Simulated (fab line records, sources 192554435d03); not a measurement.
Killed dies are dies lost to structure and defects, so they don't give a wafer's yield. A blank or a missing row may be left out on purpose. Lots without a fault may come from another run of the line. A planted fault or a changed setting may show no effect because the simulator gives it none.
A struck lot beside a sound one | flow n5_finfet | 17 steps out of a route of 1938
Sound: wafers L159.1, L159.3, L159.4. Struck: wafer L171.1. (L171.5, L171.6 of the same lot were not struck and are left out.) The cause comes at the end.
At each step with rows: each side's tool, then ch and its chambers, then its first start. Under that, the readings that differ: sound wafers | struck wafers | difference of the means | sigmas: that difference in standard deviations of wafers without a fault.
alike: readings whose means differ by less than 2 such deviations, and words and numbers that are the same on both sides. not compared: withheld readings, readings that some wafer has no value for, bounds like >300 that may hide the same value, and numbers for which the record gives no deviation and whose values overlap.
The two part at a step that has a row with sigmas, a row that says differs or no value, or rows on one side only. Numbers that don't overlap but have no deviation are shown without sigmas and don't part them. A reading that every wafer of one side lacks parts them only if that side has two wafers or more.

first, 4 steps without rows for these wafers: N5_BEOL_M10_HM_STRIP_39 (strips TiN in peroxide tin strip, target depth 25 nm, time 158 s); N5_BEOL_M10_SRD_40 (time 30 s); N5_BEOL_M10_PRECLEAN_42 (cleans in residue remover, time 60 s); N5_BEOL_M10_SRD_43 (time 30 s).
N5_BEOL_M10_CD_MEAS_35: target cd 70 nm.
  sound on cd_sem-03, day 14 20:32; struck on cd_sem-02, day 17 23:57
  alike: cd_nm
then, 1 step without rows for these wafers: N5_BEOL_M10_CURE_72 (cures SiCOH lowk, time 120 s).
N5_BEOL_M10_DEGAS_44: time 60 s.
  sound on pvd_sputter-01, day 14 22:40; struck on pvd_sputter-01, day 18 01:49
  alike: heater_power_w, susceptor_temp_C
N5_BEOL_M10_PRE_CLEAN_45: time 30 s.
  sound on pvd_sputter-01, day 14 22:42; struck on pvd_sputter-01, day 18 01:52
  alike: heater_power_w, susceptor_temp_C
N5_BEOL_M10_ALD_74: deposits TaN, target thk 2 nm, pulse time 2 s, purge time 3 s.
  sound on ald_metal-02 ch 0,1,3, day 14 22:56; struck on ald_metal-02 ch 2, day 18 01:56
  reading            | sound       | struck | difference | sigmas
  heater_power_w (W) | 400 487 479 | 362    | -93        | -2
  alike: mfc_carrier_sccm, susceptor_temp_C
N5_BEOL_M10_SURFACE_TREAT_76:
  sound on pvd_sputter-02, day 14 23:25; struck on pvd_sputter-01, day 18 02:20
  not compared: throttle_valve_pct
then, 2 steps without rows for these wafers: N5_BEOL_M10_CVD_75 (deposits Co from CCTBA/H2, target thk 2 nm, time 138.9 s); N5_BEOL_M10_SPUTTER_48 (material Cu, target thk 12 nm, time 2 s).
N5_BEOL_M10_ECD_50: material Cu, target thk 318 nm.
  sound on ecd_cu-01 ch 0,1, day 14 23:46; struck on ecd_cu-02 ch 1, day 18 02:46
  reading                                 | sound           | struck | difference | sigmas
  model.Cu_of_BEOL_M10_ECD_50.thk_nm (nm) | 316.2 320.6 318 | 217.4  | -100.9     |
N5_BEOL_M10_ANNEAL_51: time 90 s.
  sound on rtp_anneal-01 ch 0, day 14 23:52; struck on rtp_anneal-02 ch 0, day 18 02:52
  reading          | sound                | struck | difference | sigmas
  wafer_temp_C_max | 226.27 226.08 226.25 | 225.43 | -0.77      | -3
N5_BEOL_M10_CMP_52: polishes, stops on SiCOH lowk, t overpolish 7 s, target thk 140 nm.
  sound on cmp-03 ch 0,1,2, day 15 00:10; struck on cmp-01 ch 1, day 18 03:14
  reading                | sound       | struck | difference | sigmas
  motor_current_A (A)    | 5.0 5.3 5.7 | 6.6    | +1.3       | +2
  time_to_endpoint_s (s) | 73 71 74    | 41     | -32        | -8
  alike: clearing_platen_down_force_psi, head_pressure_psi
N5_BEOL_M10_THK_MEAS_53: measures by xrf.
  sound on film_metro-01, day 15 00:28; struck on film_metro-01, day 18 03:28
  reading      | sound       | struck | difference | sigmas
  M10_THK (nm) | 143 148 143 | 137    | -8         | -2
then, 1 step without rows for these wafers: N5_PASSIVATION_PROBE_49.

WHERE THEY PART
First at N5_BEOL_M10_ALD_74; last, within this record, at N5_BEOL_M10_THK_MEAS_53.

WHY: what the simulator had put in
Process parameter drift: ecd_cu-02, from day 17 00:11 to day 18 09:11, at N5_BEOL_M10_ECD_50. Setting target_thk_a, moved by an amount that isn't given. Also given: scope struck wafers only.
